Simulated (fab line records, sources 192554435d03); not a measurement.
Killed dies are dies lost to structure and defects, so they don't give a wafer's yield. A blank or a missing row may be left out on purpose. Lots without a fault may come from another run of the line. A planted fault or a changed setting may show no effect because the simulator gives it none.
Which tool did it? | flow n5_finfet | 9 lots, 27 wafers sampled, at 6 steps of a route of 1938

WHAT THE GAUGES READ, wafer by wafer
N5_SD_EPI_P_CD_MEAS_09: target cd 240 nm. Usual: cd_nm 240.0 nm, standard deviation 0.56.
lot  | measured    | on        | cd_nm (nm)        | flag
L695 | day 3 06:47 | cd_sem-03 | 240.7 240.1 240.3 |
L700 | day 4 13:16 | cd_sem-03 | 239.9 240.1 239.7 |
L702 | day 5 02:46 | cd_sem-02 | 240.0 240.2 239.9 |
L705 | day 5 20:05 | cd_sem-01 | 240.1 239.4 238.8 |
L707 | day 6 05:52 | cd_sem-02 | 240.5 240.2 240.0 |
L708 | day 6 12:16 | cd_sem-01 | 240.4 240.1 239.4 |
L712 | day 7 09:30 | cd_sem-01 | 238.3 239.4 239.5 |
L715 | day 8 05:40 | cd_sem-03 | 239.6 240.3 240.1 |
L718 | day 9 00:26 | cd_sem-01 | 239.8 240.0 240.0 |

N5_SD_ACTIVATION_RS_MEAS_03: measures by four-point-probe. Usual: RS_SD_N 21.90 ohm/sq, standard deviation 0.27; RS_SD_P 56.2 ohm/sq, standard deviation 0.86.
lot  | measured    | on            | RS_SD_N (ohm/sq)  | RS_SD_P (ohm/sq) | flag
L695 | day 3 11:55 | film_metro-02 | 21.79 22.00 22.12 | 55.5 55.4 56.5   |
L700 | day 4 17:45 | film_metro-02 | 21.65 21.80 21.79 | 57.8 57.1 57.1   |
L702 | day 5 07:07 | film_metro-02 | 21.98 21.75 21.60 | 57.3 57.3 57.5   |
L705 | day 6 02:20 | film_metro-01 | 22.06 21.89 21.62 | 58.2 57.1 57.5   |
L707 | day 6 10:56 | film_metro-01 | 27.76 27.44 28.16 | 57.2 57.8 57.8   | OFF
L708 | day 6 17:24 | film_metro-01 | 27.84 28.21 28.02 | 56.9 56.3 57.8   | OFF
L712 | day 7 13:44 | film_metro-02 | 22.11 21.85 22.23 | 55.8 55.6 55.1   |
L715 | day 8 10:50 | film_metro-02 | 22.08 22.03 22.17 | 55.4 55.7 58.0   |
L718 | day 9 04:57 | film_metro-01 | 21.99 21.98 22.11 | 56.1 56.7 56.4   |

N5_ILD0_THK_MEAS_04. Usual: thk_nm 197.5 nm, standard deviation 1.1.
lot  | measured    | on            | thk_nm (nm)       | flag
L695 | day 3 14:55 | film_metro-02 | 197.2 198.6 197.4 |
L700 | day 4 20:46 | film_metro-02 | 198.1 197.3 197.9 |
L702 | day 5 10:08 | film_metro-02 | 199.4 197.7 197.3 |
L705 | day 6 05:22 | film_metro-01 | 199.8 199.2 198.2 |
L707 | day 6 13:58 | film_metro-02 | 197.2 198.2 198.0 |
L708 | day 6 20:23 | film_metro-01 | 197.6 197.8 196.9 |
L712 | day 7 17:19 | film_metro-01 | 198.7 197.1 197.8 |
L715 | day 8 13:51 | film_metro-01 | 197.0 196.6 197.2 |
L718 | day 9 08:19 | film_metro-02 | 198.0 197.9 196.6 |

N5_BEOL_M4_RC_MEAS_101. Usual: DIBL_N 36.1 mV/V, standard deviation 1.3; DIBL_P 36.1 mV/V, standard deviation 1.7; IOFF_N 0.154 nA/um, standard deviation 0.022; IOFF_P 0.201 nA/um, standard deviation 0.024; ION_N 675 uA/um, standard deviation 8.9; ION_P 462 uA/um, standard deviation 5.9; RC_DENSE_N 18.8 ohm.um, standard deviation 0.36; RC_N 15.35 ohm.um, standard deviation 0.27; REXT_N 75.0 ohm.um, standard deviation 1.4; RS_SD_N 28.4 ohm/sq, standard deviation 0.34; SS_N 71.5 mV/dec, standard deviation 0.49; SS_P 73.3 mV/dec, standard deviation 0.58; VT_N 250.0 mV, standard deviation 2.7; VT_P -251.3 mV, standard deviation 2.7.
lot  | measured     | on        | DIBL_N (mV/V)  | DIBL_P (mV/V)  | IOFF_N (nA/um)    | IOFF_P (nA/um)    | ION_N (uA/um) | ION_P (uA/um) | RC_DENSE_N (ohm.um) | RC_N (ohm.um)     | REXT_N (ohm.um) | RS_SD_N (ohm/sq) | SS_N (mV/dec)  | SS_P (mV/dec)  | VT_N (mV)         | VT_P (mV)            | flag
L695 | day 7 20:01  | prober-01 | 35.6 35.7 35.3 | 34.7 34.9 34.9 | 0.148 0.151 0.147 | 0.194 0.200 0.196 | 674 688 678   | 468 470 463   | 18.3 18.5 18.3      | 15.03 14.97 15.00 | 76.8 75.9 77.0  | 28.0 28.1 28.6   | 71.6 72.3 72.2 | 73.1 73.5 72.6 | 249.6 249.3 247.7 | -251.0 -249.6 -250.2 |
L700 | day 9 01:45  | prober-01 | 35.5 35.4 35.1 | 35.7 34.5 34.4 | 0.139 0.133 0.133 | 0.213 0.200 0.200 | 673 656 663   | 460 459 461   | 18.4 18.4 19.0      | 15.09 15.17 15.47 | 74.1 74.5 74.8  | 27.8 28.4 28.3   | 72.1 71.7 71.3 | 73.3 72.9 72.8 | 251.8 253.1 249.9 | -249.5 -248.3 -248.9 |
L702 | day 9 20:53  | prober-02 | 36.1 35.3 35.4 | 34.8 33.5 33.9 | 0.155 0.148 0.141 | 0.202 0.184 0.189 | 669 682 674   | 464 462 465   | 19.3 18.1 18.8      | 15.56 14.86 15.34 | 72.7 71.7 73.0  | 28.6 28.0 28.2   | 71.9 72.0 71.2 | 72.5 72.7 73.1 | 250.6 249.2 253.0 | -253.7 -254.6 -253.1 |
L705 | day 10 18:28 | prober-01 | 36.3 37.7 34.9 | 35.6 37.2 33.8 | 0.127 0.162 0.116 | 0.182 0.205 0.165 | 662 672 664   | 455 460 455   | 18.7 19.0 18.8      | 15.32 15.55 15.41 | 74.1 73.6 73.3  | 28.6 28.0 27.9   | 71.1 71.3 70.9 | 72.7 74.0 72.9 | 252.8 249.4 253.7 | -253.7 -252.9 -253.3 |
L707 | day 11 19:35 | prober-01 | 35.7 36.8 36.4 | 34.7 35.7 35.4 | 0.141 0.156 0.157 | 0.202 0.214 0.208 | 661 660 667   | 465 463 466   | 22.9 22.3 22.7      | 18.70 18.24 18.76 | 85.5 85.7 86.4  | 35.3 34.7 34.8   | 70.4 71.1 70.9 | 72.4 73.2 73.3 | 249.5 250.2 249.4 | -247.4 -250.3 -251.8 | OFF
L708 | day 11 16:36 | prober-01 | 32.6 33.1 33.2 | 32.7 33.6 32.3 | 0.120 0.126 0.116 | 0.163 0.178 0.156 | 665 652 659   | 464 458 459   | 23.1 23.0 23.8      | 19.12 18.93 19.50 | 85.6 86.4 86.2  | 35.1 35.1 34.9   | 71.1 71.0 71.2 | 73.1 73.4 72.7 | 252.1 251.7 255.3 | -253.6 -254.3 -254.8 | OFF
L712 | day 12 23:49 | prober-02 | 36.5 36.1 35.8 | 37.5 37.5 37.1 | 0.156 0.160 0.146 | 0.221 0.216 0.205 | 674 676 665   | 468 470 464   | 18.9 18.8 18.8      | 15.65 15.23 15.51 | 78.5 77.4 78.4  | 28.9 28.6 28.9   | 71.2 72.1 72.0 | 73.8 72.7 72.9 | 251.3 251.1 253.0 | -248.6 -247.2 -247.0 |
L715 | day 13 05:14 | prober-02 | 38.8 38.5 36.1 | 38.7 38.0 35.9 | 0.206 0.195 0.144 | 0.234 0.228 0.182 | 693 696 675   | 465 471 458   | 19.0 18.3 18.6      | 15.62 15.10 15.17 | 74.3 74.8 74.4  | 28.4 28.5 28.5   | 72.0 71.5 71.0 | 74.5 74.8 73.2 | 246.4 247.9 250.5 | -251.8 -251.2 -255.0 |
L718 | day 14 10:37 | prober-01 | 35.0 35.0 35.9 | 35.5 36.1 36.4 | 0.129 0.136 0.141 | 0.156 0.168 0.169 | 667 678 677   | 456 460 462   | 18.8 18.8 18.9      | 15.36 15.37 15.42 | 74.3 73.9 74.1  | 28.6 28.3 28.7   | 71.1 71.8 72.3 | 73.3 72.9 73.3 | 251.5 249.9 250.5 | -255.6 -253.4 -256.6 |

WHICH TOOL RAN EACH LOT (tool, then ch and the chambers of the sampled wafers, then the start)
lot  | N5_SD_EPI_P_ETCH_36               | N5_SD_ACTIVATION_LSA_01
L695 | rie_diel-03 ch 1,2, day 3 06:55   | laser_anneal-02 ch 0, day 3 11:43
L700 | rie_diel-04 ch 0,1, day 4 13:25   | laser_anneal-01 ch 0, day 4 17:34
L702 | rie_diel-03 ch 0,1,3, day 5 02:53 | laser_anneal-01 ch 0, day 5 06:55
L705 | rie_diel-05 ch 0,1,3, day 5 20:16 | laser_anneal-02 ch 0, day 6 02:08
L707 | rie_diel-04 ch 1,2, day 6 05:59   | laser_anneal-01 ch 0, day 6 10:44
L708 | rie_diel-05 ch 0,1,3, day 6 12:23 | laser_anneal-01 ch 0, day 6 17:12
L712 | rie_diel-03 ch 1,3, day 7 09:37   | laser_anneal-02 ch 0, day 7 13:32
L715 | rie_diel-04 ch 0,1,2, day 8 05:48 | laser_anneal-02 ch 0, day 8 10:38
L718 | rie_diel-04 ch 0,1, day 9 00:47   | laser_anneal-02 ch 0, day 9 04:46
- N5_SD_EPI_P_ETCH_36: etches SiARC in CF4, target depth 45.5 nm, time 75.8 s.
- N5_SD_ACTIVATION_LSA_01: time 0.0008 s.

WHAT THE TOOLS THEMSELVES READ (means of the sampled wafers that have a number; where no wafer has one, the mark that the record gives instead)
N5_SD_EPI_P_ETCH_36. Usual: drypump_motor_current_A 5.9 A, standard deviation 0.43; etch_rf_on_time_s 75.6 s, standard deviation 1.2; oes_product_au 0.67 a.u., standard deviation 0.06; rf_vpp_V 184.6 V, standard deviation 1.1; showerhead_plenum_p_Torr 2.17 Torr, standard deviation 0.055; throttle_valve_pct 15.60 %, standard deviation 0.15.
lot  | tool        | drypump_motor_current_A (A) | etch_rf_on_time_s (s) | oes_product_au (a.u.) | rf_vpp_V (V) | showerhead_plenum_p_Torr (Torr) | throttle_valve_pct (%) | flag
L695 | rie_diel-03 | 5.9                         | 75.6                  | 0.61                  | 184.1        | 2.12                            | 15.69                  |
L700 | rie_diel-04 | 5.9                         | 75.4                  | 0.70                  | 184.7        | 2.19                            | 15.59                  |
L702 | rie_diel-03 | 6.0                         | 74.4                  | 0.70                  | 182.8        | 2.12                            | 15.55                  |
L705 | rie_diel-05 | 5.6                         | 75.3                  | 0.70                  | 184.7        | 2.22                            | 15.62                  |
L707 | rie_diel-04 | 6.3                         | 77.1                  | 0.65                  | 183.6        | 2.14                            | 15.68                  |
L708 | rie_diel-05 | 5.6                         | 75.4                  | 0.69                  | 185.8        | 2.22                            | 15.64                  |
L712 | rie_diel-03 | 5.9                         | 74.3                  | 0.71                  | 182.9        | 2.10                            | 15.49                  |
L715 | rie_diel-04 | 6.1                         | 76.9                  | 0.67                  | 183.9        | 2.18                            | 15.58                  |
L718 | rie_diel-04 | 6.0                         | 75.5                  | 0.68                  | 185.3        | 2.18                            | 15.67                  |

N5_SD_ACTIVATION_LSA_01. Usual: wafer_temp_C_max 1085.3, standard deviation 1.1.
lot  | tool            | wafer_temp_C_max | flag
L695 | laser_anneal-02 | 1084.9           |
L700 | laser_anneal-01 | 1084.6           |
L702 | laser_anneal-01 | 1085.3           |
L705 | laser_anneal-02 | 1085.5           |
L707 | laser_anneal-01 | 1023.6           | OFF
L708 | laser_anneal-01 | 1023.5           | OFF
L712 | laser_anneal-02 | 1085.0           |
L715 | laser_anneal-02 | 1085.2           |
L718 | laser_anneal-02 | 1086.7           |

THE ANSWER, worked out from the rows above alone
Rule: a lot is off if the mean of its wafers that have a number lies more than 3 standard deviations from the usual mean. A lot without any number at a reading at which 4 lots or more have one is off too. The other lots that the step has rows for count as sound. The gauges are gone through in route order, then the tools' own readings, and for those a lot's mean is taken as printed above. The first step at which some lot is off is used, and at that step the reading that is off furthest; a lot without a number counts as furthest.
Off: L707, L708, at N5_SD_ACTIVATION_RS_MEAS_03 (RS_SD_N).
A tool fits if, at a process step before that reading, it ran every lot that is off, and no sound lot after the first of them. The gauges at N5_SD_ACTIVATION_RS_MEAS_03 aren't tried: what is off there is off at N5_BEOL_M4_RC_MEAS_101 too, on other tools, and a gauge's error can't cause that. One fits: laser_anneal-01 at N5_SD_ACTIVATION_LSA_01. Its last sound lot is L702 (day 5 06:55), its first lot that is off L707 (day 6 10:44): a fault that began between those two fits.
The tool's own readings at N5_SD_ACTIVATION_LSA_01 bear it out: on the lots that are off they differ by more than 5 times the standard deviation of the sound lots' means. wafer_temp_C_max reads 1023.5 there against 1085.3 on the sound lots.

WHAT THE SIMULATOR HAD PUT IN
Process parameter drift: laser_anneal-01, from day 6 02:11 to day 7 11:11, at N5_SD_ACTIVATION_LSA_01. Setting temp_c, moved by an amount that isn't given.
Lots struck among those shown: L707, L708. The rule above found the same.
